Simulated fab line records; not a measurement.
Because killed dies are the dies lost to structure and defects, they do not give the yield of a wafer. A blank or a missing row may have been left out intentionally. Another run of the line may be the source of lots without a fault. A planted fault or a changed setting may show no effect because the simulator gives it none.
Chamber matching :: flow n5_finfet :: 4 sister chambers for N5_BEOL_M6_STRIP_19 on rie_diel-04
The step strips in O2. 7 wafers are shown with their chamber, then 7 later ones without.

== WAFERS, EACH WITH ITS CHAMBER ==
wafer: L075.4
chamber: 2
showerhead_plenum_p_Torr (Torr): 2.23
throttle_valve_pct (%): 16.53

wafer: L083.3
chamber: 2
showerhead_plenum_p_Torr (Torr): 2.22
throttle_valve_pct (%): 16.59

wafer: L094.2
chamber: 1
showerhead_plenum_p_Torr (Torr): 2.06
throttle_valve_pct (%): 16.27

wafer: L094.4
chamber: 3
showerhead_plenum_p_Torr (Torr): 1.98
throttle_valve_pct (%): 16.55

wafer: L094.6
chamber: 0
showerhead_plenum_p_Torr (Torr): 2.06
throttle_valve_pct (%): 16.75

wafer: L096.2
chamber: 3
showerhead_plenum_p_Torr (Torr): 1.97
throttle_valve_pct (%): 16.56

wafer: L096.4
chamber: 0
showerhead_plenum_p_Torr (Torr): 2.06
throttle_valve_pct (%): 16.74

== WAFERS WHOSE CHAMBER IS MISSING ==
wafer: L096.6
showerhead_plenum_p_Torr (Torr): 1.97
throttle_valve_pct (%): 16.57

wafer: L095.1
showerhead_plenum_p_Torr (Torr): 1.97
throttle_valve_pct (%): 16.58

wafer: L095.2
showerhead_plenum_p_Torr (Torr): 2.06
throttle_valve_pct (%): 16.76

wafer: L095.3
showerhead_plenum_p_Torr (Torr): 2.06
throttle_valve_pct (%): 16.30

wafer: L095.4
showerhead_plenum_p_Torr (Torr): 2.21
throttle_valve_pct (%): 16.62

wafer: L095.5
showerhead_plenum_p_Torr (Torr): 2.06
throttle_valve_pct (%): 16.29

wafer: L095.6
showerhead_plenum_p_Torr (Torr): 2.06
throttle_valve_pct (%): 16.76

== CHAMBER TAKEN BY EACH ==
wafer: L096.6
from the rows above: 3
in truth: 3

wafer: L095.1
from the rows above: 3
in truth: 3

wafer: L095.2
from the rows above: 0
in truth: 0

wafer: L095.3
from the rows above: 1
in truth: 1

wafer: L095.4
from the rows above: 2
in truth: 2

wafer: L095.5
from the rows above: 1
in truth: 1

wafer: L095.6
from the rows above: 0
in truth: 0
Placed correctly: 7 of 7. Number that these rows cannot place: 0. Wrongly placed: 0.
How it was worked out, from the rows above alone: a wafer's distance from a chamber is the root of the sum, over the readings, of the square of ((its reading less the chamber's mean) divided by the reading's scatter). If the next closest chamber is less than 2 further off than the closest, the wafer can't be placed; otherwise it belongs to the closest. For every chamber, the mean is computed from those of its wafers that are shown. The scatter is the square root of a quotient: the sum, over the shown wafers, of each reading's squared deviation from its chamber's mean, divided by wafers minus chambers.
